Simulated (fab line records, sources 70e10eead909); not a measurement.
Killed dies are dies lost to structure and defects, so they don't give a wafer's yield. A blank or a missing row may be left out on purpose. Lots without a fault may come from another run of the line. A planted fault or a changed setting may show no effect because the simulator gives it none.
Which tool did it? | flow nand_harc | 6 lots, 18 wafers sampled, at 3 steps of a route of 1302

WHAT THE GAUGES READ, wafer by wafer
NHARC_A_ONON_D2_THK_MEAS_34: measures by ellipsometry.
lot  | measured     | on            | thk_nm (nm)
L823 | day 13 03:45 | film_metro-01 | 194.8 195.1 198.1
L834 | day 18 01:11 | film_metro-01 | 163.7 162.0 163.2
L837 | day 19 04:11 | film_metro-01 | 198.4 202.1 199.3
L840 | day 20 17:59 | film_metro-01 | 195.2 199.6 202.4
L842 | day 21 14:55 | film_metro-02 | 195.5 198.3 201.7
L845 | day 22 07:33 | film_metro-01 | 200.8 196.9 200.5

WHICH TOOL RAN EACH LOT (tool, then ch and the chambers of the sampled wafers, then the start)
lot  | NHARC_A_CHANNEL_FILL_D1_STRIP_29              | NHARC_A_ONON_D2_DEP_33
L823 | rie_diel-01 ch 1,2, day 13 03:20 or earlier   | pecvd-02 ch 1,2, day 13 03:20
L834 | rie_diel-01 ch 0,1,3, day 18 00:46 or earlier | pecvd-04 ch 0,1,2, day 18 00:46
L837 | rie_diel-04 ch 0,2, day 16 23:37              | pecvd-01 ch 1,2, day 19 03:46
L840 | rie_diel-01 ch 1,2,3, day 20 17:37 or earlier | pecvd-01 ch 0,1,2, day 20 17:37
L842 | rie_diel-04 ch 1,2, day 21 14:29 or earlier   | pecvd-02 ch 1,2, day 21 14:29
L845 | rie_diel-04 ch 0,3, day 22 07:08 or earlier   | pecvd-02 ch 1,2, day 22 07:08
- NHARC_A_CHANNEL_FILL_D1_STRIP_29: strips in O2, time 20 s.
- NHARC_A_ONON_D2_DEP_33: deposits SiO2, target thk 200 nm.

THE ANSWER, worked out from the rows above alone
Rule: what is usual is taken from the lots themselves. Put in order of their means at a reading, lots are off if they are a third of the lots or fewer, leave a main group of 4 or more, and stand apart from it by a gap of 3 or more times the standard deviation of the main group's means; of several such gaps the widest counts. A main group whose means are all the same, to the digits that the tables above print for the reading, isn't used. A lot without any number at a reading at which 4 lots or more have one is off too. The other lots that the step has rows for count as sound.
Off: L834, at NHARC_A_ONON_D2_THK_MEAS_34 (thk_nm). The main group: mean 198.6 nm, standard deviation 1.4.
A tool fits if, at a process step before that reading, it ran every lot that is off, and no sound lot after the first of them. The gauges at NHARC_A_ONON_D2_THK_MEAS_34 are tried like those tools. NHARC_A_CHANNEL_FILL_D1_STRIP_29 gives no start for some lots, so the hours and the order of its lots are those of NHARC_A_ONON_D2_DEP_33. One fits: pecvd-04 at NHARC_A_ONON_D2_DEP_33. It ran no sound lot before its first lot that is off in this sample, so the start can't be narrowed down.

WHAT THE SIMULATOR HAD PUT IN
Process parameter drift: pecvd-04, from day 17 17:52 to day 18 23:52, at NHARC_A_ONON_D2_DEP_33. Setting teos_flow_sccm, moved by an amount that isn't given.
Lots struck among those shown: L834. The rule above found the same.
